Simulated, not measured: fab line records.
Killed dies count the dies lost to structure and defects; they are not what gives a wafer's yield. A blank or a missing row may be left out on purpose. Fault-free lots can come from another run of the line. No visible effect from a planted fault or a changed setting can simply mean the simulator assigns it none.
Which of the tools did it? || flow n5_finfet || 32 wafers from 12 lots sampled at 5 of the route's 1938 steps

WHAT EACH GAUGE READ, for each wafer
No reading from a measuring or inspecting step in the record can be judged against a usual standard deviation.

TOOL THAT RAN EACH LOT (tool first, then ch and the chambers of the sampled wafers, then the start)
{"lot": "L218", "N5_HKMG_FIN_ETCH_32": "rie_diel-06 ch 0,2,3, day 4 07:49", "N5_BEOL_M15_SPUTTER_43": "pvd_sputter-02, day 12 05:58", "N5_BEOL_M15_ANNEAL_48": "rtp_anneal-01 ch 0, day 12 06:29", "N5_MIM_TOP_DEGAS_04": "pvd_sputter-01, day 12 11:50", "N5_PASSIVATION_PROBE_49": "-"}
{"lot": "L219", "N5_HKMG_FIN_ETCH_32": "rie_diel-02 ch 1,2,3, day 4 14:14", "N5_BEOL_M15_SPUTTER_43": "pvd_sputter-02, day 13 02:08", "N5_BEOL_M15_ANNEAL_48": "rtp_anneal-02 ch 0, day 13 02:42", "N5_MIM_TOP_DEGAS_04": "pvd_sputter-01, day 13 05:37", "N5_PASSIVATION_PROBE_49": "-"}
{"lot": "L220", "N5_HKMG_FIN_ETCH_32": "rie_diel-06 ch 0,2,3, day 4 22:36", "N5_BEOL_M15_SPUTTER_43": "pvd_sputter-02, day 13 02:34", "N5_BEOL_M15_ANNEAL_48": "rtp_anneal-01 ch 0, day 13 03:28", "N5_MIM_TOP_DEGAS_04": "pvd_sputter-02, day 13 05:49", "N5_PASSIVATION_PROBE_49": "-"}
{"lot": "L223", "N5_HKMG_FIN_ETCH_32": "rie_diel-02 ch 0,1,3, day 5 10:25", "N5_BEOL_M15_SPUTTER_43": "pvd_sputter-02, day 13 08:32", "N5_BEOL_M15_ANNEAL_48": "rtp_anneal-02 ch 0, day 13 09:04", "N5_MIM_TOP_DEGAS_04": "pvd_sputter-01, day 13 14:25", "N5_PASSIVATION_PROBE_49": "-"}
{"lot": "L224", "N5_HKMG_FIN_ETCH_32": "rie_diel-02 ch 0,1, day 5 14:11", "N5_BEOL_M15_SPUTTER_43": "pvd_sputter-01, day 13 22:51", "N5_BEOL_M15_ANNEAL_48": "rtp_anneal-02 ch 0, day 13 23:34", "N5_MIM_TOP_DEGAS_04": "pvd_sputter-02, day 14 02:50", "N5_PASSIVATION_PROBE_49": "-"}
{"lot": "L225", "N5_HKMG_FIN_ETCH_32": "rie_diel-02 ch 1,2, day 5 20:05", "N5_BEOL_M15_SPUTTER_43": "pvd_sputter-01, day 13 23:18", "N5_BEOL_M15_ANNEAL_48": "rtp_anneal-01 ch 0, day 13 23:57", "N5_MIM_TOP_DEGAS_04": "pvd_sputter-01, day 14 05:12", "N5_PASSIVATION_PROBE_49": "-"}
{"lot": "L226", "N5_HKMG_FIN_ETCH_32": "rie_diel-02 ch 2,3, day 6 01:32", "N5_BEOL_M15_SPUTTER_43": "pvd_sputter-02, day 14 22:00", "N5_BEOL_M15_ANNEAL_48": "rtp_anneal-01 ch 0, day 14 22:46", "N5_MIM_TOP_DEGAS_04": "pvd_sputter-01, day 15 03:11", "N5_PASSIVATION_PROBE_49": "-"}
{"lot": "L230", "N5_HKMG_FIN_ETCH_32": "rie_diel-02 ch 1,3, day 7 07:29", "N5_BEOL_M15_SPUTTER_43": "pvd_sputter-03, day 15 11:04", "N5_BEOL_M15_ANNEAL_48": "rtp_anneal-02 ch 0, day 15 11:52", "N5_MIM_TOP_DEGAS_04": "pvd_sputter-01, day 15 16:08", "N5_PASSIVATION_PROBE_49": "-"}
{"lot": "L234", "N5_HKMG_FIN_ETCH_32": "rie_diel-02 ch 2,3, day 8 01:48", "N5_BEOL_M15_SPUTTER_43": "pvd_sputter-03, day 16 16:41", "N5_BEOL_M15_ANNEAL_48": "rtp_anneal-02 ch 0, day 16 17:51", "N5_MIM_TOP_DEGAS_04": "pvd_sputter-01, day 16 23:00", "N5_PASSIVATION_PROBE_49": "prober-02, day 17 11:41"}
{"lot": "L237", "N5_HKMG_FIN_ETCH_32": "rie_diel-06 ch 1,2, day 8 21:26", "N5_BEOL_M15_SPUTTER_43": "pvd_sputter-03, day 17 11:40", "N5_BEOL_M15_ANNEAL_48": "rtp_anneal-02 ch 0, day 17 12:20", "N5_MIM_TOP_DEGAS_04": "pvd_sputter-02, day 17 16:18", "N5_PASSIVATION_PROBE_49": "-"}
{"lot": "L238", "N5_HKMG_FIN_ETCH_32": "rie_diel-06 ch 0, day 9 04:53", "N5_BEOL_M15_SPUTTER_43": "pvd_sputter-01, day 18 04:28", "N5_BEOL_M15_ANNEAL_48": "rtp_anneal-02 ch 0, day 18 05:19", "N5_MIM_TOP_DEGAS_04": "pvd_sputter-02, day 18 09:18", "N5_PASSIVATION_PROBE_49": "-"}
{"lot": "L241", "N5_HKMG_FIN_ETCH_32": "rie_diel-05 ch 0,1, day 9 22:02", "N5_BEOL_M15_SPUTTER_43": "pvd_sputter-01, day 18 22:42", "N5_BEOL_M15_ANNEAL_48": "rtp_anneal-01 ch 0, day 18 23:21", "N5_MIM_TOP_DEGAS_04": "pvd_sputter-02, day 19 05:13", "N5_PASSIVATION_PROBE_49": "-"}
- N5_HKMG_FIN_ETCH_32: etches SOC in N2/H2, target depth 240 nm, time 300 s.
- N5_BEOL_M15_SPUTTER_43: material TaN, target thk 15 nm, time 24.19 s.
- N5_BEOL_M15_ANNEAL_48: time 90 s.
- N5_MIM_TOP_DEGAS_04: time 60 s.
- N5_PASSIVATION_PROBE_49

WHAT THE TOOLS THEMSELVES READ (means of the sampled wafers that have a number; where no wafer has one, the mark that the record gives instead)
N5_HKMG_FIN_ETCH_32. Usual: drypump_motor_current_A 5.5 A, standard deviation 0.51; oes_product_au 0.77 a.u., standard deviation 0.088; rf_fwd_power_W 838.6 W, standard deviation 2.9; rf_vpp_V 524.9 V, standard deviation 2; showerhead_plenum_p_Torr 2.58 Torr, standard deviation 0.067; throttle_valve_pct 17.9 %, standard deviation 0.33.
{"lot": "L218", "tool": "rie_diel-06", "drypump_motor_current_A (A)": 5.2, "oes_product_au (a.u.)": 0.81, "rf_fwd_power_W (W)": 839.0, "rf_vpp_V (V)": 526.1, "showerhead_plenum_p_Torr (Torr)": 2.58, "throttle_valve_pct (%)": 17.7, "flag": ""}
{"lot": "L219", "tool": "rie_diel-02", "drypump_motor_current_A (A)": 5.4, "oes_product_au (a.u.)": 0.75, "rf_fwd_power_W (W)": 840.5, "rf_vpp_V (V)": 525.7, "showerhead_plenum_p_Torr (Torr)": 2.62, "throttle_valve_pct (%)": 18.2, "flag": ""}
{"lot": "L220", "tool": "rie_diel-06", "drypump_motor_current_A (A)": 5.2, "oes_product_au (a.u.)": 0.80, "rf_fwd_power_W (W)": 840.7, "rf_vpp_V (V)": 524.9, "showerhead_plenum_p_Torr (Torr)": 2.58, "throttle_valve_pct (%)": 17.7, "flag": ""}
{"lot": "L223", "tool": "rie_diel-02", "drypump_motor_current_A (A)": 5.7, "oes_product_au (a.u.)": 0.73, "rf_fwd_power_W (W)": 838.3, "rf_vpp_V (V)": 526.6, "showerhead_plenum_p_Torr (Torr)": 2.60, "throttle_valve_pct (%)": 18.2, "flag": ""}
{"lot": "L224", "tool": "rie_diel-02", "drypump_motor_current_A (A)": 6.0, "oes_product_au (a.u.)": 0.74, "rf_fwd_power_W (W)": 835.9, "rf_vpp_V (V)": 526.0, "showerhead_plenum_p_Torr (Torr)": 2.61, "throttle_valve_pct (%)": 18.2, "flag": ""}
{"lot": "L225", "tool": "rie_diel-02", "drypump_motor_current_A (A)": 5.3, "oes_product_au (a.u.)": 0.75, "rf_fwd_power_W (W)": 836.8, "rf_vpp_V (V)": 525.9, "showerhead_plenum_p_Torr (Torr)": 2.64, "throttle_valve_pct (%)": 18.3, "flag": ""}
{"lot": "L226", "tool": "rie_diel-02", "drypump_motor_current_A (A)": 5.2, "oes_product_au (a.u.)": 0.72, "rf_fwd_power_W (W)": 839.4, "rf_vpp_V (V)": 526.0, "showerhead_plenum_p_Torr (Torr)": 2.65, "throttle_valve_pct (%)": 18.2, "flag": ""}
{"lot": "L230", "tool": "rie_diel-02", "drypump_motor_current_A (A)": 5.5, "oes_product_au (a.u.)": 0.73, "rf_fwd_power_W (W)": 841.2, "rf_vpp_V (V)": 524.4, "showerhead_plenum_p_Torr (Torr)": 2.58, "throttle_valve_pct (%)": 18.1, "flag": ""}
{"lot": "L234", "tool": "rie_diel-02", "drypump_motor_current_A (A)": 5.2, "oes_product_au (a.u.)": 0.70, "rf_fwd_power_W (W)": 836.8, "rf_vpp_V (V)": 526.1, "showerhead_plenum_p_Torr (Torr)": 2.64, "throttle_valve_pct (%)": 18.2, "flag": ""}
{"lot": "L237", "tool": "rie_diel-06", "drypump_motor_current_A (A)": 6.0, "oes_product_au (a.u.)": 0.90, "rf_fwd_power_W (W)": 843.3, "rf_vpp_V (V)": 524.5, "showerhead_plenum_p_Torr (Torr)": 2.59, "throttle_valve_pct (%)": 17.6, "flag": ""}
{"lot": "L238", "tool": "rie_diel-06", "drypump_motor_current_A (A)": 5.3, "oes_product_au (a.u.)": 0.72, "rf_fwd_power_W (W)": 835.7, "rf_vpp_V (V)": 526.2, "showerhead_plenum_p_Torr (Torr)": 2.62, "throttle_valve_pct (%)": 18.0, "flag": ""}
{"lot": "L241", "tool": "rie_diel-05", "drypump_motor_current_A (A)": 5.6, "oes_product_au (a.u.)": 0.72, "rf_fwd_power_W (W)": 839.8, "rf_vpp_V (V)": 521.5, "showerhead_plenum_p_Torr (Torr)": 2.47, "throttle_valve_pct (%)": 17.6, "flag": ""}

N5_BEOL_M15_SPUTTER_43. Usual: bias_v 168.4 V, standard deviation 1.5; cathode_dc_power_W 15000 W, standard deviation 2.7; throttle_valve_pct 30.3 %, standard deviation 0.74.
{"lot": "L218", "tool": "pvd_sputter-02", "bias_v (V)": 168.8, "cathode_dc_power_W (W)": 14998, "throttle_valve_pct (%)": 30.2, "flag": ""}
{"lot": "L219", "tool": "pvd_sputter-02", "bias_v (V)": 168.3, "cathode_dc_power_W (W)": 14999, "throttle_valve_pct (%)": 30.0, "flag": ""}
{"lot": "L220", "tool": "pvd_sputter-02", "bias_v (V)": 167.8, "cathode_dc_power_W (W)": 15002, "throttle_valve_pct (%)": 30.0, "flag": ""}
{"lot": "L223", "tool": "pvd_sputter-02", "bias_v (V)": 167.4, "cathode_dc_power_W (W)": 14997, "throttle_valve_pct (%)": 30.6, "flag": ""}
{"lot": "L224", "tool": "pvd_sputter-01", "bias_v (V)": 169.3, "cathode_dc_power_W (W)": 15001, "throttle_valve_pct (%)": 30.5, "flag": ""}
{"lot": "L225", "tool": "pvd_sputter-01", "bias_v (V)": 168.9, "cathode_dc_power_W (W)": 15000, "throttle_valve_pct (%)": 30.8, "flag": ""}
{"lot": "L226", "tool": "pvd_sputter-02", "bias_v (V)": 168.5, "cathode_dc_power_W (W)": 15002, "throttle_valve_pct (%)": 30.0, "flag": ""}
{"lot": "L230", "tool": "pvd_sputter-03", "bias_v (V)": 167.8, "cathode_dc_power_W (W)": 15000, "throttle_valve_pct (%)": 29.8, "flag": ""}
{"lot": "L234", "tool": "pvd_sputter-03", "bias_v (V)": 169.3, "cathode_dc_power_W (W)": 15001, "throttle_valve_pct (%)": 29.9, "flag": ""}
{"lot": "L237", "tool": "pvd_sputter-03", "bias_v (V)": 169.6, "cathode_dc_power_W (W)": 15000, "throttle_valve_pct (%)": 29.5, "flag": ""}
{"lot": "L238", "tool": "pvd_sputter-01", "bias_v (V)": 168.2, "cathode_dc_power_W (W)": 14996, "throttle_valve_pct (%)": 30.0, "flag": ""}
{"lot": "L241", "tool": "pvd_sputter-01", "bias_v (V)": 170.3, "cathode_dc_power_W (W)": 15000, "throttle_valve_pct (%)": 30.4, "flag": ""}

N5_BEOL_M15_ANNEAL_48. Usual: wafer_temp_C_max reads 226.2 (standard deviation 0.52).
{"lot": "L218", "tool": "rtp_anneal-01", "wafer_temp_C_max": 225.9, "flag": ""}
{"lot": "L219", "tool": "rtp_anneal-02", "wafer_temp_C_max": 226.4, "flag": ""}
{"lot": "L220", "tool": "rtp_anneal-01", "wafer_temp_C_max": 226.1, "flag": ""}
{"lot": "L223", "tool": "rtp_anneal-02", "wafer_temp_C_max": 226.4, "flag": ""}
{"lot": "L224", "tool": "rtp_anneal-02", "wafer_temp_C_max": 226.8, "flag": ""}
{"lot": "L225", "tool": "rtp_anneal-01", "wafer_temp_C_max": 225.8, "flag": ""}
{"lot": "L226", "tool": "rtp_anneal-01", "wafer_temp_C_max": 225.8, "flag": ""}
{"lot": "L230", "tool": "rtp_anneal-02", "wafer_temp_C_max": 226.5, "flag": ""}
{"lot": "L234", "tool": "rtp_anneal-02", "wafer_temp_C_max": 226.9, "flag": ""}
{"lot": "L237", "tool": "rtp_anneal-02", "wafer_temp_C_max": 226.9, "flag": ""}
{"lot": "L238", "tool": "rtp_anneal-02", "wafer_temp_C_max": 226.7, "flag": ""}
{"lot": "L241", "tool": "rtp_anneal-01", "wafer_temp_C_max": 225.9, "flag": ""}

N5_MIM_TOP_DEGAS_04. Usual: heater_power_w reads 468 W (standard deviation 55).
{"lot": "L218", "tool": "pvd_sputter-01", "heater_power_w (W)": 512, "flag": ""}
{"lot": "L219", "tool": "pvd_sputter-01", "heater_power_w (W)": 495, "flag": ""}
{"lot": "L220", "tool": "pvd_sputter-02", "heater_power_w (W)": 426, "flag": ""}
{"lot": "L223", "tool": "pvd_sputter-01", "heater_power_w (W)": 507, "flag": ""}
{"lot": "L224", "tool": "pvd_sputter-02", "heater_power_w (W)": 485, "flag": ""}
{"lot": "L225", "tool": "pvd_sputter-01", "heater_power_w (W)": 515, "flag": ""}
{"lot": "L226", "tool": "pvd_sputter-01", "heater_power_w (W)": 432, "flag": ""}
{"lot": "L230", "tool": "pvd_sputter-01", "heater_power_w (W)": 510, "flag": ""}
{"lot": "L234", "tool": "pvd_sputter-01", "heater_power_w (W)": 443, "flag": ""}
{"lot": "L237", "tool": "pvd_sputter-02", "heater_power_w (W)": 498, "flag": ""}
{"lot": "L238", "tool": "pvd_sputter-02", "heater_power_w (W)": 406, "flag": ""}
{"lot": "L241", "tool": "pvd_sputter-02", "heater_power_w (W)": 462, "flag": ""}

N5_PASSIVATION_PROBE_49. Usual: defect_limited_yield 91.3 %, standard deviation 1.4; killed_at_M0_to_M3 36, standard deviation 10; killed_at_M4_up 13, standard deviation 5.4; killed_at_contacts 12, standard deviation 5.3; killed_at_front_end 39, standard deviation 10; killed_at_other 3.2, standard deviation 2.7; killed_dies 103, standard deviation 16; killed_open 68, standard deviation 13; killed_short 33, standard deviation 6.6; sort_bin_4_leakage 0.01 %, standard deviation 0.031; sort_bin_5_function 5.1 %, standard deviation 0.92; sort_bin_6_memory 3.3 %, standard deviation 0.68; sort_bin_8_speed 0.1 %, standard deviation 0.41; sort_n_pass 1077, standard deviation 17; sort_yield_pct 91.2 %, standard deviation 1.4.
{"lot": "L234", "tool": "prober-02", "defect_limited_yield (%)": 81.8, "killed_at_M0_to_M3": 23, "killed_at_M4_up": 11, "killed_at_contacts": 8, "killed_at_front_end": 172, "killed_at_other": 0.7, "killed_dies": 215, "killed_open": 50, "killed_short": 22, "sort_bin_4_leakage (%)": 0.00, "sort_bin_5_function (%)": 10.3, "sort_bin_6_memory (%)": 3.6, "sort_bin_8_speed (%)": 0.0, "sort_n_pass": 965, "sort_yield_pct (%)": 81.8, "flag": "OFF"}

THE ANSWER, worked out from the rows above alone
Rule: take the mean of a lot's wafers that have a number; if it is more than 3 standard deviations from the usual mean, the lot is off. A lot without any number at a reading at which 4 lots or more have one is off too. All remaining lots with rows at the step are treated as sound. Order of review: gauges by route order, followed by the tools' own readings, for which a lot's mean as printed above is used. At the first step where some lot is off, the reading lying furthest off is the one used; lots without a number count as furthest.
Off: L234 (N5_PASSIVATION_PROBE_49, killed_at_front_end). Neither off nor sound, because the step has no rows for them: L218, L219, L220, L223, L224, L225, L226, L230, L237, L238, L241.
A tool fits if, at that step or a process step before it, it ran every lot that is off, and no sound lot after the first of them. Can't be told from this: 5 tools fit, rie_diel-02 at N5_HKMG_FIN_ETCH_32, pvd_sputter-03 at N5_BEOL_M15_SPUTTER_43, rtp_anneal-02 at N5_BEOL_M15_ANNEAL_48, pvd_sputter-01 at N5_MIM_TOP_DEGAS_04, prober-02 at N5_PASSIVATION_PROBE_49.

WHAT THE SIMULATOR HAD PUT IN
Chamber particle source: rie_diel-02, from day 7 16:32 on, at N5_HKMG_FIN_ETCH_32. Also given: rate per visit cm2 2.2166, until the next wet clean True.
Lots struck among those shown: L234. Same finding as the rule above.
